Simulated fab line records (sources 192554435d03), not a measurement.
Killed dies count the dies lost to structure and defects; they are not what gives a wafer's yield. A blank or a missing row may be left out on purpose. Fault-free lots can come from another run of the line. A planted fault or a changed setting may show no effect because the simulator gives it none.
Split-lot trial + flow n5Finfet + 21 wafers read across 7 lots, on a route 1938 steps long

== THE SPLIT ==
At N5_BEOL_M1_HM_DEP_02 (deposits TiN, target thk 20 nm), the setting targetThkA was moved away from the recipe's 200 angstrom on 7 of the 21 wafers read, by -5.1% to +10.9%. The other wafers ran this setting at the recipe's value.

== FROM THE SPLIT TO THE READING: what the file shows between them, 4 steps ==
- N5_BEOL_M1_COAT_61: time 60 s, resist thk 60 nm
- N5_BEOL_M1_COAT_62: time 60 s, resist thk 12 nm
- N5_BEOL_M1_STRIP_75: strips in N2/H2
- N5_BEOL_M1_STRIP_66: strips in CF4

== THE READING ==
etch.depthNm (the simulator's own value, which no gauge read), in nm, at N5_BEOL_M1_HM_OPEN_17 (chemistry Cl2/BCl3, target TiN, target depth 20 nm, overetch 6 nm). The file gives no usual value for it. Across the 14 wafers here that went through the recipe, the average is 20.07 nm and the standard deviation 0.19 nm.

| wafer  | tool, chamber at the split | targetThkA as run, angstrom | against the recipe | etch.depthNm, nm | against lot-mates on the recipe |
|--------|----------------------------|-----------------------------|--------------------|------------------|---------------------------------|
| L077.1 | pvdSputter-03, -           | 200                         | recipe             | 19.94            | -                               |
| L077.2 | pvdSputter-03, -           | 200                         | recipe             | 20.14            | -                               |
| L077.4 | pvdSputter-03, -           | 206.9                       | +3.4%              | 20.68            | +0.64                           |
| L078.2 | pvdSputter-01, -           | 218.7                       | +9.3%              | 22.18            | +1.79                           |
| L078.4 | pvdSputter-01, -           | 200                         | recipe             | 20.39            | -                               |
| L078.5 | pvdSputter-01, -           | 218.7                       | +9.3%              | 22.26            | +1.87                           |
| L080.1 | pvdSputter-02, -           | 200                         | recipe             | 20.03            | -                               |
| L080.2 | pvdSputter-02, -           | 200                         | recipe             | 19.77            | -                               |
| L080.5 | pvdSputter-02, -           | 200                         | recipe             | 19.87            | -                               |
| L096.3 | pvdSputter-01, -           | 200                         | recipe             | 20.13            | -                               |
| L096.4 | pvdSputter-01, -           | 209.8                       | +4.9%              | 21.25            | +1.02                           |
| L096.6 | pvdSputter-01, -           | 200                         | recipe             | 20.32            | -                               |
| L090.2 | pvdSputter-02, -           | 221.8                       | +10.9%             | 21.66            | +1.79                           |
| L090.3 | pvdSputter-02, -           | 200                         | recipe             | 19.87            | -                               |
| L090.5 | pvdSputter-02, -           | 221.8                       | +10.9%             | 21.81            | +1.94                           |
| L092.3 | pvdSputter-01, -           | 200                         | recipe             | 20.04            | -                               |
| L092.4 | pvdSputter-01, -           | 200                         | recipe             | 19.86            | -                               |
| L092.6 | pvdSputter-01, -           | 200                         | recipe             | 20.13            | -                               |
| L097.1 | pvdSputter-01, -           | 189.8                       | -5.1%              | 19.35            | -0.92                           |
| L097.2 | pvdSputter-01, -           | 200                         | recipe             | 20.27            | -                               |
| L097.5 | pvdSputter-01, -           | 200                         | recipe             | 20.27            | -                               |

FIT RESULTS
A straight line over all 21 wafers: etch.depthNm changes by +0.182 nm for each +1% of targetThkA; r = +0.96; the points scatter about the line by 0.25 nm.
The same after taking each lot's own level away (the mean of its wafers on the recipe; 21 wafers): +0.182 nm for each +1%; r = +0.99; scatter 0.1 nm.
That fit puts the effect of the largest move of targetThkA on the reading at 2 nm.
From 19.870 to 20.390 nm: that is the span of the lots' own levels, equal to 2.8 times the standard deviation above.
Hence the lot-to-lot level has little effect on the slope; both slopes agree.
Check: with one of the wafers moved furthest among these (+10.9%) left out of the fit, the line predicts +2.06 nm for it against its lot-mates. It came out at +1.79 nm against them.

== OTHER SPLITS ON THESE WAFERS ==
Before the reading, these wafers also passed through other splits. Each is held against what the fit with the lots' levels taken away leaves over:
| other split on the same wafers | wafers away from the commonest value | r with etch.depthNm (lot level and that fit taken away) |
|--------------------------------|--------------------------------------|---------------------------------------------------------|
| N5_BEOL_M1_PECVD_72 timeS      | 7                                    | +0.09                                                   |

== THE WHOLE CHAIN: every reading that the file lists as answering this split, in the file's order ==
| step                  | what it does                                                      | reading                                                                         | change (the file's fit)               | r (the file's) |
|-----------------------|-------------------------------------------------------------------|---------------------------------------------------------------------------------|---------------------------------------|----------------|
| N5_BEOL_M1_HM_DEP_02  | deposits TiN, target thk 20 nm                                    | TiN_of_BEOL_M1_HM_DEP_02.thkNm (the simulator's own value, which no gauge read) | +0.178 nm for each +1% of the setting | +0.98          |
| N5_BEOL_M1_HM_OPEN_17 | chemistry Cl2/BCl3, target TiN, target depth 20 nm, overetch 6 nm | etch.depthNm (the simulator's own value, which no gauge read)                   | +0.184 nm for each +1% of the setting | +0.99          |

== THE FILE'S OWN FIT ==
etch.depthNm changes by +0.184 nm for each +1% of targetThkA, r = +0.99.
